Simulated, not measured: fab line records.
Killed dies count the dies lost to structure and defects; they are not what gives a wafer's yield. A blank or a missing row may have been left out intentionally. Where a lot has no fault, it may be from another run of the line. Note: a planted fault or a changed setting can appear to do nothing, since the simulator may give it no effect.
Which tool is to blame? | flow nand_harc | 12 lots with 36 wafers sampled at 4 steps, on a route of 1159 steps

== WHAT EACH GAUGE READ, for each wafer ==
NHARC_A_BLC_CD_MEAS_19.
lot  | measured     | on        | cd_nm (nm)
L075 | day 17 09:18 | cd_sem-01 | 94.6 98.1 102.1
L079 | day 17 23:16 | cd_sem-01 | 99.0 94.7 98.1
L078 | day 18 14:11 | cd_sem-03 | 103.2 99.7 98.1
L080 | day 18 23:38 | cd_sem-03 | 102.5 102.2 99.5
L081 | day 19 14:35 | cd_sem-02 | 104.4 102.8 99.5
L087 | day 20 03:17 | cd_sem-01 | 102.4 102.5 97.7
L085 | day 20 21:04 | cd_sem-02 | 101.3 102.0 100.6
L089 | day 20 23:57 | cd_sem-02 | 100.3 96.8 105.0
L092 | day 21 16:38 | cd_sem-03 | 95.8 95.8 101.6
L095 | day 22 08:55 | cd_sem-03 | 94.3 101.7 96.9
L093 | day 22 16:54 | cd_sem-01 | 104.1 102.7 102.9
L097 | day 23 00:22 | cd_sem-03 | 97.1 100.6 98.8

== WHICH TOOL RAN EACH LOT (tool, then ch and the chambers of the sampled wafers, then the start) ==
lot  | NHARC_A_CONTACT_ETCH_135             | NHARC_A_CONTACT_ETCH_138             | NHARC_A_CONTACT_ALD_18
L075 | har_cap_etch-03 ch 0,1, day 17 02:22 | har_cap_etch-03 ch 0,1, day 17 02:44 | ald_metal-03 ch 0,1,3, day 17 04:26
L079 | har_cap_etch-02 ch 1, day 17 17:34   | har_cap_etch-02 ch 1, day 17 17:55   | ald_metal-04 ch 0,2,3, day 17 19:51
L078 | har_cap_etch-03 ch 0,1, day 18 06:59 | har_cap_etch-03 ch 0,1, day 18 07:21 | ald_metal-03 ch 0,1, day 18 09:02
L080 | har_cap_etch-03 ch 0,1, day 18 18:20 | har_cap_etch-03 ch 0,1, day 18 18:42 | ald_metal-03 ch 1,2,3, day 18 20:25
L081 | har_cap_etch-01 ch 0,1, day 19 07:07 | har_cap_etch-01 ch 0,1, day 19 07:37 | ald_metal-01 ch 1,2,3, day 19 09:36
L087 | har_cap_etch-01 ch 0,1, day 19 19:31 | har_cap_etch-01 ch 0,1, day 19 20:01 | ald_metal-03 ch 0,1,3, day 19 22:01
L085 | har_cap_etch-03 ch 0,1, day 20 11:58 | har_cap_etch-03 ch 0,1, day 20 12:20 | ald_metal-03 ch 0,1,3, day 20 15:41
L089 | har_cap_etch-01 ch 0,1, day 20 17:58 | har_cap_etch-01 ch 0,1, day 20 18:20 | ald_metal-01 ch 2,3, day 20 20:37
L092 | har_cap_etch-02 ch 0,1, day 20 23:53 | har_cap_etch-02 ch 0,1, day 21 00:15 | ald_metal-01 ch 1,3, day 21 01:58
L095 | har_cap_etch-03 ch 0,1, day 22 01:13 | har_cap_etch-03 ch 0,1, day 22 01:35 | ald_metal-01 ch 1,3, day 22 03:25
L093 | har_cap_etch-02 ch 0,1, day 22 11:13 | har_cap_etch-02 ch 0,1, day 22 11:34 | ald_metal-01 ch 0,3, day 22 13:45
L097 | har_cap_etch-01 ch 0,1, day 22 15:13 | har_cap_etch-01 ch 0,1, day 22 15:35 | ald_metal-03 ch 0,1,3, day 22 17:28
- NHARC_A_CONTACT_ETCH_135: etches the open film in C4F8/O2/Ar, time 132 s, target depth 1287 nm.
- NHARC_A_CONTACT_ETCH_138: etches the open film in C4F8/O2/Ar, time 132 s, target depth 1289 nm.
- NHARC_A_CONTACT_ALD_18: deposits TiN, target thk 3 nm, pulse time 1 s, ald cycles 150.

== THE ANSWER, worked out from the rows above alone ==
Rule: usual is defined by the lots themselves. The widest of any qualifying gaps counts: lots, ordered by their means at a reading, are off when they make up no more than a third of the lots, leave a main group of 4 or more, and stand apart from it by 3 or more times the standard deviation of that group's means. A main group whose means are all the same, to the digits that the tables above print for the reading, isn't used. Also off: a lot with no number at a reading for which 4 or more lots have one. Where the step has rows for the other lots, those lots are counted as sound.
Nothing can be told from this: no lot is off at any reading shown.

== WHAT HAD BEEN PUT IN BY THE SIMULATOR ==
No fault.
